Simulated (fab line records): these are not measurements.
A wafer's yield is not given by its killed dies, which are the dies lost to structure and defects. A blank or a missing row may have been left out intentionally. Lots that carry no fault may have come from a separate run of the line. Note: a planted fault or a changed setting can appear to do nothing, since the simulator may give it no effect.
fab line records | flow n5-finfet
record: lots: 24 | wafers: 72 | last-day: 18
route steps=1938 shown BEOL_M2@877
lots with no fault: from the same line, run without faults
start-h: the number of hours between the record's first day and the start of the first shown wafer of the lot | wait-h: how many hours have passed since the lot's step before this one | " identical to the entry in the row above | L1.1+2: a single row standing in for several wafers | - no value present, or no start provided | * or withheld: withheld | < > ~ a bound
route shown NAME@n: a module of which the file shows steps, and the number in the route of the first | usual: mean/standard deviation taken from wafers without a fault | same: alike in all rows | chamber/n: place in a boat | sites: the reading at each site | _std_site: standard deviation across them | _edge_site: mean of outer sites minus mean of inner sites | radius-mm: how far each site lies from the wafer's centre | mask NAME#n: copy n | behind: the tool/chamber that last shaped the wafer | hold: what put the lot on hold/how long, in hours/how the hold closed | device: the transistor (n, p or np) that didn't switch | end of line: at the end of the route, the tests of the same wafers | for a step that has no rows: nothing shown but its recipe | killed: at the first sort, the dies lost to defects and structure; wafer yield is something else | map: dies across one wafer; x = killed, . = not, _ = none there
set.NAME: setting as actually run; set.NAME@STEP: the setting as run at that earlier step | model.NAME: the simulator's own value behind a step, which no gauge read
steps of the route over a sample of lots; a table a step, a row a wafer
services: from which hour (start-h, from the record's first day; less than 0 if before it) a tool's chamber was out of use, for how many hours, and why
== steps ==
step: N5_BEOL_M2_OVL_MEAS_29
recipe: points-per-wafer: 522
usual: V1_OVL: 0.0/0.79
lot.wafer | tool       | chamber | start-h | wait-h | V1_OVL[nm]
L074.1    | overlay-01 | 0       | 135.42  | 0.0    | 0.3
L074.4    | "          | 0       | "       | "      | 0.5
L074.5    | "          | 0       | "       | "      | -1.5
L075.2    | overlay-02 | 0       | 137.05  | 0.0    | 0.8
L075.3    | "          | 0       | "       | "      | -0.2
L075.6    | "          | 0       | "       | "      | 0.5
L076.2    | overlay-01 | 0       | 141.75  | 0.0    | -0.8
L076.4    | "          | 0       | "       | "      | -0.5
L076.6    | "          | 0       | "       | "      | -0.4
L077.2    | overlay-02 | 0       | 152.48  | 0.0    | 0.4
L077.3    | "          | 0       | "       | "      | -0.6
L077.5    | "          | 0       | "       | "      | 0.0
L078.2    | overlay-02 | 0       | 161.30  | 0.0    | 1.7
L078.3    | "          | 0       | "       | "      | -0.3
L078.4    | "          | 0       | "       | "      | 1.2
L080.2    | overlay-01 | 0       | 168.44  | 0.0    | 1.0
L080.3    | "          | 0       | "       | "      | 0.0
L080.4    | "          | 0       | "       | "      | 0.6
L079.1    | overlay-02 | 0       | 172.38  | 0.0    | -0.1
L079.2    | "          | 0       | "       | "      | 0.3
L079.5    | "          | 0       | "       | "      | -0.5
L081.3    | overlay-02 | 0       | 175.67  | 0.0    | 1.8
L081.4    | "          | 0       | "       | "      | 0.4
L081.6    | "          | 0       | "       | "      | 0.3
L082.1    | overlay-02 | 0       | 186.79  | 0.0    | -0.1
L082.5    | "          | 0       | "       | "      | -0.1
L082.6    | "          | 0       | "       | "      | 0.1
L083.2    | overlay-01 | 0       | 188.06  | 0.0    | -0.5
L083.4    | "          | 0       | "       | "      | -0.7
L083.5    | "          | 0       | "       | "      | 0.9
L084.1    | overlay-02 | 0       | 194.89  | 0.0    | -1.1
L084.5    | "          | 0       | "       | "      | -1.5
L084.6    | "          | 0       | "       | "      | -0.4
L085.2    | overlay-01 | 0       | 206.89  | 0.0    | 0.4
L085.3    | "          | 0       | "       | "      | -0.5
L085.4    | "          | 0       | "       | "      | 0.5
L086.1    | overlay-02 | 0       | 207.60  | 0.0    | -1.0
L086.5    | "          | 0       | "       | "      | -1.4
L086.6    | "          | 0       | "       | "      | -0.7
L087.2    | overlay-02 | 0       | 211.05  | 0.0    | -0.4
L087.4    | "          | 0       | "       | "      | -0.4
L087.6    | "          | 0       | "       | "      | -0.4
L089.1    | overlay-01 | 0       | 219.04  | 0.0    | 0.7
L089.2    | "          | 0       | "       | "      | 1.6
L089.3    | "          | 0       | "       | "      | 1.2
L088.1    | overlay-02 | 0       | 233.78  | 0.0    | 0.9
L088.3    | "          | 0       | "       | "      | 1.5
L088.5    | "          | 0       | "       | "      | 1.0
L090.2    | overlay-02 | 0       | 234.58  | 0.0    | -1.2
L090.3    | "          | 0       | "       | "      | 0.4
L090.4    | "          | 0       | "       | "      | -0.3
L091.2    | overlay-02 | 0       | 239.16  | 0.0    | 0.3
L091.3    | "          | 0       | "       | "      | 0.2
L091.5    | "          | 0       | "       | "      | -0.5
L092.2    | overlay-01 | 0       | 242.58  | 0.0    | 0.4
L092.4    | "          | 0       | "       | "      | -0.1
L092.6    | "          | 0       | "       | "      | 0.2
L093.1    | overlay-02 | 0       | 243.25  | 0.0    | 1.2
L093.2    | "          | 0       | "       | "      | -1.4
L093.5    | "          | 0       | "       | "      | 0.5
L094.2    | overlay-02 | 0       | 247.71  | 0.0    | 1.2
L094.3    | "          | 0       | "       | "      | -1.4
L094.4    | "          | 0       | "       | "      | 0.3
L095.1    | overlay-02 | 0       | 255.18  | 0.0    | -0.4
L095.3    | "          | 0       | "       | "      | -1.0
L095.5    | "          | 0       | "       | "      | -0.7
L097.2    | overlay-02 | 0       | 273.77  | 0.0    | 0.6
L097.3    | "          | 0       | "       | "      | -0.7
L097.5    | "          | 0       | "       | "      | -0.2
L096.1    | overlay-02 | 0       | 277.58  | 0.0    | -0.5
L096.3    | "          | 0       | "       | "      | -1.2
L096.5    | "          | 0       | "       | "      | -0.6
step: N5_BEOL_M2_DEGAS_44
recipe: ambient: vacuum | temp-c: 250 | time-s: 60
usual: heater-power-w: 339/38 | susceptor-temp-C: 249.99/0.17
lot.wafer | tool           | chamber | start-h | wait-h | heater-power-w | susceptor-temp-C
L074.1    | pvd-sputter-01 | -       | 136.36  | 0.0    | 336            | 250.15
L074.4    | "              | -       | "       | "      | 323            | 250.15
L074.5    | "              | -       | "       | "      | 291            | 249.66
L075.2    | pvd-sputter-02 | -       | 139.65  | 0.2    | 301            | 249.94
L075.3    | "              | -       | "       | "      | 350            | 249.79
L075.6    | "              | -       | "       | "      | 330            | 249.95
L076.2    | pvd-sputter-03 | -       | 152.35  | 0.4    | 404            | 250.05
L076.4    | "              | -       | "       | "      | 347            | 249.93
L076.6    | "              | -       | "       | "      | 298            | 250.24
L077.2    | pvd-sputter-03 | -       | 155.47  | 0.0    | 404            | 249.73
L077.3    | "              | -       | "       | "      | 335            | 249.86
L077.5    | "              | -       | "       | "      | 346            | 250.42
L078.2    | pvd-sputter-01 | -       | 163.50  | 1.3    | 334            | 250.05
L078.3    | "              | -       | "       | "      | 339            | 250.11
L078.4    | "              | -       | "       | "      | 300            | 249.64
L080.2    | pvd-sputter-03 | -       | 171.84  | 0.1    | 389            | 250.21
L080.3    | "              | -       | "       | "      | 396            | 250.11
L080.4    | "              | -       | "       | "      | 339            | 249.75
L079.1    | pvd-sputter-02 | -       | 179.09  | 0.2    | 331            | 249.88
L079.2    | "              | -       | "       | "      | 307            | 250.23
L079.5    | "              | -       | "       | "      | 328            | 249.81
L081.3    | pvd-sputter-01 | -       | 182.76  | 0.1    | 294            | 250.05
L081.4    | "              | -       | "       | "      | 330            | 249.85
L081.6    | "              | -       | "       | "      | 298            | 250.18
L082.1    | pvd-sputter-03 | -       | 190.23  | 0.3    | 405            | 250.30
L082.5    | "              | -       | "       | "      | 290            | 250.20
L082.6    | "              | -       | "       | "      | 349            | 250.15
L083.2    | pvd-sputter-03 | -       | 193.83  | 0.3    | 335            | 249.74
L083.4    | "              | -       | "       | "      | 389            | 250.15
L083.5    | "              | -       | "       | "      | 342            | 249.91
L084.1    | pvd-sputter-01 | -       | 202.67  | 0.3    | 295            | 249.92
L084.5    | "              | -       | "       | "      | 330            | 250.04
L084.6    | "              | -       | "       | "      | 289            | 249.90
L085.2    | pvd-sputter-02 | -       | 209.44  | 0.2    | 297            | 249.80
L085.3    | "              | -       | "       | "      | 361            | 249.89
L085.4    | "              | -       | "       | "      | 327            | 250.01
L086.1    | pvd-sputter-02 | -       | 209.65  | 0.0    | 300            | 249.99
L086.5    | "              | -       | "       | "      | 295            | 250.26
L086.6    | "              | -       | "       | "      | 298            | 249.75
L087.2    | pvd-sputter-03 | -       | 213.96  | 0.4    | 294            | 250.04
L087.4    | "              | -       | "       | "      | 384            | 250.10
L087.6    | "              | -       | "       | "      | 341            | 250.07
L089.1    | pvd-sputter-03 | -       | 228.95  | 0.2    | 340            | 249.60
L089.2    | "              | -       | "       | "      | 294            | 250.03
L089.3    | "              | -       | "       | "      | 401            | 249.71
L088.1    | pvd-sputter-01 | -       | 235.16  | 0.1    | 283            | 250.26
L088.3    | "              | -       | "       | "      | 343            | 250.25
L088.5    | "              | -       | "       | "      | 350            | 249.92
L090.2    | pvd-sputter-03 | -       | 241.41  | 0.3    | 394            | 249.91
L090.3    | "              | -       | "       | "      | 338            | 250.10
L090.4    | "              | -       | "       | "      | 287            | 249.88
L091.2    | pvd-sputter-02 | -       | 245.15  | 0.5    | 340            | 249.92
L091.3    | "              | -       | "       | "      | 288            | 250.17
L091.5    | "              | -       | "       | "      | 300            | 250.07
L093.1    | pvd-sputter-02 | -       | 247.55  | 0.1    | 330            | 249.76
L093.2    | "              | -       | "       | "      | 367            | 249.95
L093.5    | "              | -       | "       | "      | 293            | 249.96
L092.2    | pvd-sputter-03 | -       | 250.58  | 0.3    | 401            | 250.22
L092.4    | "              | -       | "       | "      | 340            | 249.85
L092.6    | "              | -       | "       | "      | 329            | 250.01
L094.2    | pvd-sputter-03 | -       | 250.66  | 0.3    | 289            | 249.82
L094.3    | "              | -       | "       | "      | 392            | 249.91
L094.4    | "              | -       | "       | "      | 341            | 249.93
L095.1    | pvd-sputter-03 | -       | 272.52  | 0.1    | 295            | 250.07
L095.3    | "              | -       | "       | "      | 389            | 250.28
L095.5    | "              | -       | "       | "      | 341            | 249.97
L097.2    | pvd-sputter-03 | -       | 276.79  | 0.2    | 342            | 249.88
L097.3    | "              | -       | "       | "      | 295            | 250.15
L097.5    | "              | -       | "       | "      | 389            | 249.93
L096.1    | pvd-sputter-03 | -       | 280.74  | 0.9    | 396            | 250.05
L096.3    | "              | -       | "       | "      | 302            | 249.84
L096.5    | "              | -       | "       | "      | 388            | 249.99
step: N5_BEOL_M2_SURFACE_TREAT_85
recipe: gas: Ar | time-s: * | ion-energy-ev: * | ion-current-ma-cm2: 0.5 | pressure-mtorr: * | ar-flow-sccm: 30
usual: throttle-valve-pct: *
lot.wafer | tool           | chamber | start-h | wait-h | throttle-valve-pct
L074.1    | pvd-sputter-02 | -       | 136.68  | 0.1    | *
L074.4    | "              | -       | "       | "      | *
L074.5    | "              | -       | "       | "      | *
L075.2    | pvd-sputter-03 | -       | 140.00  | 0.1    | *
L075.3    | "              | -       | "       | "      | *
L075.6    | "              | -       | "       | "      | *
L076.2    | pvd-sputter-03 | -       | 152.73  | 0.2    | *
L076.4    | "              | -       | "       | "      | *
L076.6    | "              | -       | "       | "      | *
L077.2    | pvd-sputter-03 | -       | 155.95  | 0.2    | *
L077.3    | "              | -       | "       | "      | *
L077.5    | "              | -       | "       | "      | *
L078.2    | pvd-sputter-01 | -       | 163.82  | 0.1    | *
L078.3    | "              | -       | "       | "      | *
L078.4    | "              | -       | "       | "      | *
L080.2    | pvd-sputter-03 | -       | 172.17  | 0.1    | *
L080.3    | "              | -       | "       | "      | *
L080.4    | "              | -       | "       | "      | *
L079.1    | pvd-sputter-01 | -       | 179.54  | 0.2    | *
L079.2    | "              | -       | "       | "      | *
L079.5    | "              | -       | "       | "      | *
L081.3    | pvd-sputter-03 | -       | 184.58  | 1.4    | *
L081.4    | "              | -       | "       | "      | *
L081.6    | "              | -       | "       | "      | *
L082.1    | pvd-sputter-02 | -       | 190.64  | 0.2    | *
L082.5    | "              | -       | "       | "      | *
L082.6    | "              | -       | "       | "      | *
L083.2    | pvd-sputter-03 | -       | 194.31  | 0.3    | *
L083.4    | "              | -       | "       | "      | *
L083.5    | "              | -       | "       | "      | *
L084.1    | pvd-sputter-01 | -       | 203.11  | 0.2    | *
L084.5    | "              | -       | "       | "      | *
L084.6    | "              | -       | "       | "      | *
L085.2    | pvd-sputter-02 | -       | 209.95  | 0.3    | *
L085.3    | "              | -       | "       | "      | *
L085.4    | "              | -       | "       | "      | *
L086.1    | pvd-sputter-01 | -       | 209.99  | 0.1    | *
L086.5    | "              | -       | "       | "      | *
L086.6    | "              | -       | "       | "      | *
L087.2    | pvd-sputter-01 | -       | 214.48  | 0.2    | *
L087.4    | "              | -       | "       | "      | *
L087.6    | "              | -       | "       | "      | *
L089.1    | pvd-sputter-02 | -       | 229.29  | 0.1    | *
L089.2    | "              | -       | "       | "      | *
L089.3    | "              | -       | "       | "      | *
L088.1    | pvd-sputter-01 | -       | 235.52  | 0.2    | *
L088.3    | "              | -       | "       | "      | *
L088.5    | "              | -       | "       | "      | *
L090.2    | pvd-sputter-01 | -       | 241.76  | 0.2    | *
L090.3    | "              | -       | "       | "      | *
L090.4    | "              | -       | "       | "      | *
L091.2    | pvd-sputter-03 | -       | 245.66  | 0.2    | *
L091.3    | "              | -       | "       | "      | *
L091.5    | "              | -       | "       | "      | *
L093.1    | pvd-sputter-03 | -       | 247.88  | 0.1    | *
L093.2    | "              | -       | "       | "      | *
L093.5    | "              | -       | "       | "      | *
L092.2    | pvd-sputter-01 | -       | 251.12  | 0.2    | *
L092.4    | "              | -       | "       | "      | *
L092.6    | "              | -       | "       | "      | *
L094.2    | pvd-sputter-01 | -       | 251.24  | 0.2    | *
L094.3    | "              | -       | "       | "      | *
L094.4    | "              | -       | "       | "      | *
L095.1    | pvd-sputter-02 | -       | 272.85  | 0.1    | *
L095.3    | "              | -       | "       | "      | *
L095.5    | "              | -       | "       | "      | *
L097.2    | pvd-sputter-02 | -       | 277.12  | 0.1    | *
L097.3    | "              | -       | "       | "      | *
L097.5    | "              | -       | "       | "      | *
L096.1    | pvd-sputter-01 | -       | 281.11  | 0.2    | *
L096.3    | "              | -       | "       | "      | *
L096.5    | "              | -       | "       | "      | *
step: N5_BEOL_M2_SPUTTER_81
recipe: material: Cu | target-thk-a: 45 | temp-c: -20 | chamber-pressure-pa: 0.07 | power-w: withheld | time-s: 8.29
usual: substrate-temp-c: -20.00/0.099 | susceptor-temp-C: -19.99/0.11 | throttle-valve-pct: 29.7/1.2
lot.wafer | tool           | chamber | start-h | wait-h | substrate-temp-c | susceptor-temp-C | throttle-valve-pct
L074.1    | pvd-sputter-03 | -       | 137.46  | 0.1    | -20.05           | -20.11           | 29.2
L074.4    | "              | -       | "       | "      | -19.81           | -20.17           | 30.4
L074.5    | "              | -       | "       | "      | -19.76           | -19.96           | 30.4
L075.2    | pvd-sputter-02 | -       | 140.71  | 0.1    | -19.97           | -20.01           | 30.0
L075.3    | "              | -       | "       | "      | -20.00           | -19.99           | 27.2
L075.6    | "              | -       | "       | "      | -20.08           | -20.04           | 30.6
L076.2    | pvd-sputter-03 | -       | 153.45  | 0.1    | -19.95           | -20.02           | 29.2
L076.4    | "              | -       | "       | "      | -20.01           | -20.05           | 31.3
L076.6    | "              | -       | "       | "      | -20.06           | -20.19           | 30.9
L077.2    | pvd-sputter-01 | -       | 158.14  | 0.1    | -19.80           | -19.94           | 31.1
L077.3    | "              | -       | "       | "      | -19.92           | -19.97           | 27.7
L077.5    | "              | -       | "       | "      | -20.09           | -20.00           | 29.5
L078.2    | pvd-sputter-01 | -       | 164.50  | 0.1    | -20.11           | -20.07           | 27.7
L078.3    | "              | -       | "       | "      | -19.99           | -19.90           | 29.8
L078.4    | "              | -       | "       | "      | -19.94           | -20.07           | 29.1
L080.2    | pvd-sputter-03 | -       | 172.83  | 0.1    | -20.09           | -19.93           | 28.9
L080.3    | "              | -       | "       | "      | -20.02           | -20.07           | 30.8
L080.4    | "              | -       | "       | "      | -19.84           | -19.99           | 29.3
L079.1    | pvd-sputter-03 | -       | 180.40  | 0.1    | -20.20           | -20.14           | 31.1
L079.2    | "              | -       | "       | "      | -20.20           | -20.20           | 28.7
L079.5    | "              | -       | "       | "      | -20.06           | -20.06           | 30.9
L081.3    | pvd-sputter-01 | -       | 185.30  | 0.1    | -20.13           | -20.00           | 31.1
L081.4    | "              | -       | "       | "      | -19.97           | -20.02           | 29.2
L081.6    | "              | -       | "       | "      | -19.87           | -20.01           | 30.9
L082.1    | pvd-sputter-03 | -       | 191.49  | 0.1    | -20.09           | -19.94           | 29.0
L082.5    | "              | -       | "       | "      | -20.08           | -19.83           | 28.8
L082.6    | "              | -       | "       | "      | -20.04           | -20.00           | 29.1
L083.2    | pvd-sputter-01 | -       | 195.21  | 0.1    | -19.83           | -19.99           | 29.4
L083.4    | "              | -       | "       | "      | -19.89           | -20.09           | 30.8
L083.5    | "              | -       | "       | "      | -19.95           | -19.81           | 31.1
L084.1    | pvd-sputter-03 | -       | 204.66  | 0.1    | -19.78           | -20.07           | 29.1
L084.5    | "              | -       | "       | "      | -20.08           | -20.13           | 31.0
L084.6    | "              | -       | "       | "      | -20.07           | -20.11           | 28.9
L085.2    | pvd-sputter-03 | -       | 210.76  | 0.1    | -19.89           | -20.08           | 29.3
L085.3    | "              | -       | "       | "      | -20.17           | -20.12           | 30.6
L085.4    | "              | -       | "       | "      | -20.06           | -20.06           | 30.9
L086.1    | pvd-sputter-02 | -       | 210.92  | 0.1    | -20.28           | -20.07           | 29.6
L086.5    | "              | -       | "       | "      | -20.01           | -19.99           | 29.8
L086.6    | "              | -       | "       | "      | -19.97           | -19.99           | 30.1
L087.2    | pvd-sputter-02 | -       | 215.34  | 0.1    | -19.97           | -19.63           | 29.9
L087.4    | "              | -       | "       | "      | -20.09           | -20.13           | 27.2
L087.6    | "              | -       | "       | "      | -19.96           | -19.93           | 27.6
L089.1    | pvd-sputter-03 | -       | 229.95  | 0.1    | -19.99           | -20.12           | 31.2
L089.2    | "              | -       | "       | "      | -19.97           | -20.03           | 29.3
L089.3    | "              | -       | "       | "      | -19.95           | -19.95           | 28.6
L088.1    | pvd-sputter-02 | -       | 236.19  | 0.1    | -20.05           | -20.08           | 31.2
L088.3    | "              | -       | "       | "      | -20.18           | -19.82           | 30.1
L088.5    | "              | -       | "       | "      | -19.90           | -19.88           | 29.7
L090.2    | pvd-sputter-01 | -       | 242.63  | 0.1    | -20.04           | -19.96           | 29.6
L090.3    | "              | -       | "       | "      | -20.18           | -20.08           | 27.5
L090.4    | "              | -       | "       | "      | -20.04           | -20.15           | 31.0
L091.2    | pvd-sputter-03 | -       | 246.48  | 0.1    | -20.06           | -19.90           | 30.8
L091.3    | "              | -       | "       | "      | -19.99           | -19.77           | 29.2
L091.5    | "              | -       | "       | "      | -20.03           | -19.95           | 29.4
L093.1    | pvd-sputter-03 | -       | 248.58  | 0.1    | -20.06           | -20.01           | 31.1
L093.2    | "              | -       | "       | "      | -19.88           | -19.96           | 29.3
L093.5    | "              | -       | "       | "      | -20.09           | -19.96           | 28.9
L092.2    | pvd-sputter-02 | -       | 251.79  | 0.1    | -20.11           | -19.99           | 30.0
L092.4    | "              | -       | "       | "      | -19.90           | -19.95           | 27.3
L092.6    | "              | -       | "       | "      | -20.14           | -19.97           | 27.4
L094.2    | pvd-sputter-01 | -       | 252.04  | 0.1    | -20.10           | -19.92           | 27.5
L094.3    | "              | -       | "       | "      | -20.11           | -19.93           | 29.7
L094.4    | "              | -       | "       | "      | -20.04           | -19.74           | 29.3
L095.1    | pvd-sputter-03 | -       | 275.23  | 0.1    | -20.11           | -19.87           | 31.0
L095.3    | "              | -       | "       | "      | -20.00           | -19.96           | 29.0
L095.5    | "              | -       | "       | "      | -20.16           | -19.84           | 30.6
L097.2    | pvd-sputter-03 | -       | 277.84  | 0.1    | -20.01           | -19.86           | 31.0
L097.3    | "              | -       | "       | "      | -19.89           | -19.95           | 28.8
L097.5    | "              | -       | "       | "      | -20.17           | -19.85           | 31.1
L096.1    | pvd-sputter-03 | -       | 282.10  | 0.1    | -19.92           | -19.88           | 30.4
L096.3    | "              | -       | "       | "      | -19.98           | -19.93           | 31.1
L096.5    | "              | -       | "       | "      | -20.07           | -20.06           | 29.4
step: N5_BEOL_M2_ANNEAL_93
recipe: temp-c: 400 | time-s: 240 | ambient: vacuum
usual: heater-power-w: 856/98 | susceptor-temp-C: 399.99/0.2
lot.wafer | tool           | chamber | start-h | wait-h | heater-power-w | susceptor-temp-C
L074.1    | pvd-sputter-03 | -       | 138.42  | 0.0    | 735            | 400.19
L074.4    | "              | -       | "       | "      | 977            | 399.83
L074.5    | "              | -       | "       | "      | 969            | 400.01
L075.2    | pvd-sputter-02 | -       | 141.67  | 0.0    | 744            | 399.65
L075.3    | "              | -       | "       | "      | 928            | 399.93
L075.6    | "              | -       | "       | "      | 825            | 400.04
L076.2    | pvd-sputter-03 | -       | 154.41  | 0.0    | 746            | 400.12
L076.4    | "              | -       | "       | "      | 1015           | 400.01
L076.6    | "              | -       | "       | "      | 991            | 400.02
L077.2    | pvd-sputter-01 | -       | 159.10  | 0.0    | 737            | 400.10
L077.3    | "              | -       | "       | "      | 822            | 399.96
L077.5    | "              | -       | "       | "      | 869            | 400.15
L078.2    | pvd-sputter-01 | -       | 165.46  | 0.0    | 783            | 400.13
L078.3    | "              | -       | "       | "      | 869            | 400.02
L078.4    | "              | -       | "       | "      | 833            | 400.20
L080.2    | pvd-sputter-03 | -       | 173.79  | 0.0    | 867            | 400.03
L080.3    | "              | -       | "       | "      | 991            | 399.94
L080.4    | "              | -       | "       | "      | 737            | 400.19
L079.1    | pvd-sputter-03 | -       | 181.36  | 0.0    | 976            | 399.77
L079.2    | "              | -       | "       | "      | 875            | 399.64
L079.5    | "              | -       | "       | "      | 969            | 400.14
L081.3    | pvd-sputter-01 | -       | 186.26  | 0.0    | 739            | 399.94
L081.4    | "              | -       | "       | "      | 823            | 399.85
L081.6    | "              | -       | "       | "      | 727            | 399.87
L082.1    | pvd-sputter-03 | -       | 192.45  | 0.0    | 866            | 399.94
L082.5    | "              | -       | "       | "      | 860            | 400.01
L082.6    | "              | -       | "       | "      | 720            | 400.19
L083.2    | pvd-sputter-01 | -       | 196.17  | 0.0    | 866            | 400.26
L083.4    | "              | -       | "       | "      | 741            | 400.28
L083.5    | "              | -       | "       | "      | 742            | 400.05
L084.1    | pvd-sputter-03 | -       | 205.62  | 0.0    | 733            | 399.88
L084.5    | "              | -       | "       | "      | 987            | 399.85
L084.6    | "              | -       | "       | "      | 826            | 400.14
L086.1    | pvd-sputter-02 | -       | 211.88  | 0.0    | 760            | 399.86
L086.5    | "              | -       | "       | "      | 742            | 400.11
L086.6    | "              | -       | "       | "      | 746            | 400.17
L085.2    | pvd-sputter-03 | -       | 213.52  | 0.0    | 732            | 400.11
L085.3    | "              | -       | "       | "      | 972            | 399.60
L085.4    | "              | -       | "       | "      | 969            | 399.87
L087.2    | pvd-sputter-02 | -       | 216.30  | 0.0    | 731            | 400.30
L087.4    | "              | -       | "       | "      | 930            | 400.04
L087.6    | "              | -       | "       | "      | 929            | 399.75
L089.1    | pvd-sputter-03 | -       | 230.91  | 0.0    | 975            | 400.20
L089.2    | "              | -       | "       | "      | 744            | 399.68
L089.3    | "              | -       | "       | "      | 857            | 400.05
L088.1    | pvd-sputter-02 | -       | 237.15  | 0.0    | 829            | 399.96
L088.3    | "              | -       | "       | "      | 751            | 400.12
L088.5    | "              | -       | "       | "      | 731            | 399.94
L090.2    | pvd-sputter-01 | -       | 243.59  | 0.0    | 873            | 400.56
L090.3    | "              | -       | "       | "      | 783            | 400.01
L090.4    | "              | -       | "       | "      | 740            | 400.17
L091.2    | pvd-sputter-03 | -       | 247.44  | 0.0    | 997            | 399.95
L091.3    | "              | -       | "       | "      | 727            | 399.86
L091.5    | "              | -       | "       | "      | 712            | 399.79
L093.1    | pvd-sputter-03 | -       | 249.54  | 0.0    | 988            | 399.95
L093.2    | "              | -       | "       | "      | 739            | 399.96
L093.5    | "              | -       | "       | "      | 837            | 400.05
L092.2    | pvd-sputter-02 | -       | 252.75  | 0.0    | 737            | 399.84
L092.4    | "              | -       | "       | "      | 923            | 400.06
L092.6    | "              | -       | "       | "      | 921            | 400.05
L094.2    | pvd-sputter-01 | -       | 253.00  | 0.0    | 832            | 399.94
L094.3    | "              | -       | "       | "      | 845            | 399.75
L094.4    | "              | -       | "       | "      | 836            | 400.35
L095.1    | pvd-sputter-03 | -       | 276.19  | 0.0    | 998            | 399.95
L095.3    | "              | -       | "       | "      | 854            | 400.22
L095.5    | "              | -       | "       | "      | 965            | 400.01
L097.2    | pvd-sputter-03 | -       | 278.80  | 0.0    | 983            | 399.87
L097.3    | "              | -       | "       | "      | 723            | 399.93
L097.5    | "              | -       | "       | "      | 989            | 400.12
L096.1    | pvd-sputter-03 | -       | 283.06  | 0.0    | 966            | 400.51
L096.3    | "              | -       | "       | "      | 991            | 399.63
L096.5    | "              | -       | "       | "      | 720            | 399.83
step: N5_BEOL_M2_ANNEAL_51
recipe: temp-c: 225 | time-s: 90 | ambient: N2
usual: wafer_temp_C_max: 225.73/0.25
lot.wafer | tool          | chamber | start-h | wait-h | wafer_temp_C_max
L074.1    | rtp-anneal-01 | 0       | 138.97  | 0.1    | 225.32
L074.4    | "             | 0       | "       | "      | 225.56
L074.5    | "             | 0       | "       | "      | 225.73
L075.2    | rtp-anneal-02 | 0       | 142.32  | 0.2    | 226.07
L075.3    | "             | 0       | "       | "      | 226.17
L075.6    | "             | 0       | "       | "      | 226.07
L076.2    | rtp-anneal-01 | 0       | 155.01  | 0.1    | 225.46
L076.4    | "             | 0       | "       | "      | 225.59
L076.6    | "             | 0       | "       | "      | 225.64
L077.2    | rtp-anneal-01 | 0       | 159.70  | 0.1    | 225.77
L077.3    | "             | 0       | "       | "      | 225.66
L077.5    | "             | 0       | "       | "      | 225.51
L078.2    | rtp-anneal-01 | 0       | 166.06  | 0.1    | 225.86
L078.3    | "             | 0       | "       | "      | 225.78
L078.4    | "             | 0       | "       | "      | 225.48
L080.2    | rtp-anneal-01 | 0       | 174.39  | 0.1    | 225.38
L080.3    | "             | 0       | "       | "      | 225.48
L080.4    | "             | 0       | "       | "      | 225.72
L079.1    | rtp-anneal-02 | 0       | 181.91  | 0.1    | 225.91
L079.2    | "             | 0       | "       | "      | 225.67
L079.5    | "             | 0       | "       | "      | 225.81
L081.3    | rtp-anneal-02 | 0       | 186.90  | 0.1    | 225.57
L081.4    | "             | 0       | "       | "      | 225.47
L081.6    | "             | 0       | "       | "      | 225.87
L082.1    | rtp-anneal-01 | 0       | 193.00  | 0.1    | 225.55
L082.5    | "             | 0       | "       | "      | 225.50
L082.6    | "             | 0       | "       | "      | 225.46
L083.2    | rtp-anneal-02 | 0       | 196.77  | 0.1    | 225.78
L083.4    | "             | 0       | "       | "      | 225.95
L083.5    | "             | 0       | "       | "      | 225.86
L084.1    | rtp-anneal-01 | 0       | 206.26  | 0.1    | 225.78
L084.5    | "             | 0       | "       | "      | 225.36
L084.6    | "             | 0       | "       | "      | 225.61
L086.1    | rtp-anneal-01 | 0       | 212.43  | 0.1    | 225.40
L086.5    | "             | 0       | "       | "      | 225.59
L086.6    | "             | 0       | "       | "      | 225.75
L085.2    | rtp-anneal-02 | 0       | 214.14  | 0.1    | 226.24
L085.3    | "             | 0       | "       | "      | 225.66
L085.4    | "             | 0       | "       | "      | 225.78
L087.2    | rtp-anneal-02 | 0       | 217.24  | 0.4    | 225.81
L087.4    | "             | 0       | "       | "      | 226.11
L087.6    | "             | 0       | "       | "      | 226.10
L089.1    | rtp-anneal-02 | 0       | 231.48  | 0.1    | 225.95
L089.2    | "             | 0       | "       | "      | 226.21
L089.3    | "             | 0       | "       | "      | 226.11
L088.1    | rtp-anneal-01 | 0       | 237.87  | 0.2    | 225.52
L088.3    | "             | 0       | "       | "      | 225.56
L088.5    | "             | 0       | "       | "      | 225.49
L090.2    | rtp-anneal-01 | 0       | 244.19  | 0.1    | 225.41
L090.3    | "             | 0       | "       | "      | 225.45
L090.4    | "             | 0       | "       | "      | 225.82
L091.2    | rtp-anneal-01 | 0       | 248.98  | 1.0    | 225.65
L091.3    | "             | 0       | "       | "      | 225.41
L091.5    | "             | 0       | "       | "      | 225.44
L093.1    | rtp-anneal-02 | 0       | 250.12  | 0.1    | 225.72
L093.2    | "             | 0       | "       | "      | 226.01
L093.5    | "             | 0       | "       | "      | 225.86
L092.2    | rtp-anneal-02 | 0       | 253.35  | 0.1    | 225.93
L092.4    | "             | 0       | "       | "      | 225.85
L092.6    | "             | 0       | "       | "      | 226.14
L094.2    | rtp-anneal-01 | 0       | 253.60  | 0.1    | 226.17
L094.3    | "             | 0       | "       | "      | 225.51
L094.4    | "             | 0       | "       | "      | 225.37
L095.1    | rtp-anneal-01 | 0       | 276.75  | 0.1    | 226.03
L095.3    | "             | 0       | "       | "      | 225.67
L095.5    | "             | 0       | "       | "      | 225.67
L097.2    | rtp-anneal-01 | 0       | 279.40  | 0.1    | 225.66
L097.3    | "             | 0       | "       | "      | 225.63
L097.5    | "             | 0       | "       | "      | 225.58
L096.1    | rtp-anneal-01 | 0       | 283.61  | 0.1    | 225.20
L096.3    | "             | 0       | "       | "      | 225.35
L096.5    | "             | 0       | "       | "      | 225.34
== services ==
tool           | chamber | start-h | hours | kind
pvd-sputter-01 | -       | 281.97  | 1.4   | repair
== key ==
fault none
